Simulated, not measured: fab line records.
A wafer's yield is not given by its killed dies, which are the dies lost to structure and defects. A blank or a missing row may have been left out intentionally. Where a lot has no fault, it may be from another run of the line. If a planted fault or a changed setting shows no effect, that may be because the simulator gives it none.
What tool caused it? :: flow nandHarc :: 11 lots, 33 wafers sampled, at 4 steps of a route of 1159

== WHAT THE GAUGES READ, wafer by wafer ==
NHARC_P_GATE_CD_MEAS_26: target cd 120 nm.
lot: L720
measured: day 4 13:20
on: cdSem-02
cdNm (nm): 120.3 120.8 121.4

lot: L723
measured: day 5 02:46
on: cdSem-01
cdNm (nm): 119.3 120.5 119.6

lot: L726
measured: day 6 09:59
on: cdSem-03
cdNm (nm): 119.1 120.3 119.8

lot: L728
measured: day 6 15:50
on: cdSem-01
cdNm (nm): 120.2 120.6 120.6

lot: L729
measured: day 7 02:38
on: cdSem-01
cdNm (nm): 118.9 119.4 119.2

lot: L732
measured: day 7 22:56
on: cdSem-02
cdNm (nm): 119.8 119.0 119.4

lot: L734
measured: day 7 22:18
on: cdSem-02
cdNm (nm): 120.8 120.5 120.3

lot: L736
measured: day 8 11:10
on: cdSem-01
cdNm (nm): 120.9 119.4 120.4

lot: L737
measured: day 8 23:22
on: cdSem-03
cdNm (nm): 122.3 120.3 118.5

lot: L738
measured: day 9 04:31
on: cdSem-01
cdNm (nm): 120.9 120.2 124.6

lot: L739
measured: day 9 03:56
on: cdSem-03
cdNm (nm): 119.7 119.2 123.4

== WHAT TOOL EACH LOT RAN ON (gives the tool, then ch and the chambers of the sampled wafers, and finally the start) ==
lot: L720
NHARC_P_STI_ETCH_31: rieDiel-12 ch 0,1,3, day 3 21:14 or earlier
NHARC_P_GATE_DESCUM_13: rieDiel-13 ch 0,1,3, day 3 21:14
NHARC_P_GATE_PEB_24: lithoTrack-04 ch 0, day 4 13:15

lot: L723
NHARC_P_STI_ETCH_31: rieDiel-10 ch 0,1,3, day 4 13:22 or earlier
NHARC_P_GATE_DESCUM_13: rieDiel-05 ch 1,2, day 4 13:22
NHARC_P_GATE_PEB_24: lithoTrack-06 ch 0, day 5 02:41

lot: L726
NHARC_P_STI_ETCH_31: rieDiel-12 ch 1,2,3, day 5 16:23 or earlier
NHARC_P_GATE_DESCUM_13: rieDiel-13 ch 0,2,3, day 5 16:23
NHARC_P_GATE_PEB_24: lithoTrack-06 ch 0, day 6 09:54

lot: L728
NHARC_P_STI_ETCH_31: rieDiel-10 ch 1,2,3, day 6 01:23 or earlier
NHARC_P_GATE_DESCUM_13: rieDiel-05 ch 2,3, day 6 01:23
NHARC_P_GATE_PEB_24: lithoTrack-04 ch 0, day 6 15:46

lot: L729
NHARC_P_STI_ETCH_31: rieDiel-12 ch 2,3, day 6 12:26 or earlier
NHARC_P_GATE_DESCUM_13: rieDiel-07 ch 0,3, day 6 12:26
NHARC_P_GATE_PEB_24: lithoTrack-06 ch 0, day 7 02:34

lot: L732
NHARC_P_STI_ETCH_31: rieDiel-10 ch 0,1, day 7 07:29 or earlier
NHARC_P_GATE_DESCUM_13: rieDiel-05 ch 0,3, day 7 07:29
NHARC_P_GATE_PEB_24: lithoTrack-06 ch 0, day 7 22:52

lot: L734
NHARC_P_STI_ETCH_31: rieDiel-06 ch 0,3, day 7 07:35 or earlier
NHARC_P_GATE_DESCUM_13: rieDiel-05 ch 0,2,3, day 7 07:35
NHARC_P_GATE_PEB_24: lithoTrack-04 ch 0, day 7 22:13

lot: L736
NHARC_P_STI_ETCH_31: rieDiel-10 ch 1,2,3, day 7 20:49 or earlier
NHARC_P_GATE_DESCUM_13: rieDiel-07 ch 0,2,3, day 7 20:49
NHARC_P_GATE_PEB_24: lithoTrack-04 ch 0, day 8 11:05

lot: L737
NHARC_P_STI_ETCH_31: rieDiel-06 ch 0,1,3, day 8 07:12 or earlier
NHARC_P_GATE_DESCUM_13: rieDiel-05 ch 0,2,3, day 8 07:12
NHARC_P_GATE_PEB_24: lithoTrack-06 ch 0, day 8 23:17

lot: L738
NHARC_P_STI_ETCH_31: rieDiel-10 ch 0,3, day 8 13:47 or earlier
NHARC_P_GATE_DESCUM_13: rieDiel-05 ch 0,2, day 8 13:47
NHARC_P_GATE_PEB_24: lithoTrack-06 ch 0, day 9 04:26

lot: L739
NHARC_P_STI_ETCH_31: rieDiel-06 ch 0,1,3, day 8 13:58 or earlier
NHARC_P_GATE_DESCUM_13: rieDiel-13 ch 1,2,3, day 8 13:58
NHARC_P_GATE_PEB_24: lithoTrack-06 ch 0, day 9 03:52
- NHARC_P_STI_ETCH_31: etches the open film in CF4/CHF3, target depth 108.9 nm, time 54.5 s.
- NHARC_P_GATE_DESCUM_13: chemistry O2, time 3 s.
- NHARC_P_GATE_PEB_24: peb time 65 s.

== THE ANSWER, worked out from the rows above alone ==
Rule: the lots themselves supply what counts as usual. Put in order of their means at a reading, lots are off if they are a third of the lots or fewer, leave a main group of 4 or more, and stand apart from it by a gap of 3 or more times the standard deviation of the main group's means; of several such gaps the widest counts. A main group is skipped when, at the precision printed for the reading in the tables above, its means are all equal. Also off: a lot with no number at a reading for which 4 or more lots have one. Any other lot the step has rows for is counted as sound.
None of the lots is off at any reading shown; this tells nothing.

== WHAT HAD BEEN PUT IN BY THE SIMULATOR ==
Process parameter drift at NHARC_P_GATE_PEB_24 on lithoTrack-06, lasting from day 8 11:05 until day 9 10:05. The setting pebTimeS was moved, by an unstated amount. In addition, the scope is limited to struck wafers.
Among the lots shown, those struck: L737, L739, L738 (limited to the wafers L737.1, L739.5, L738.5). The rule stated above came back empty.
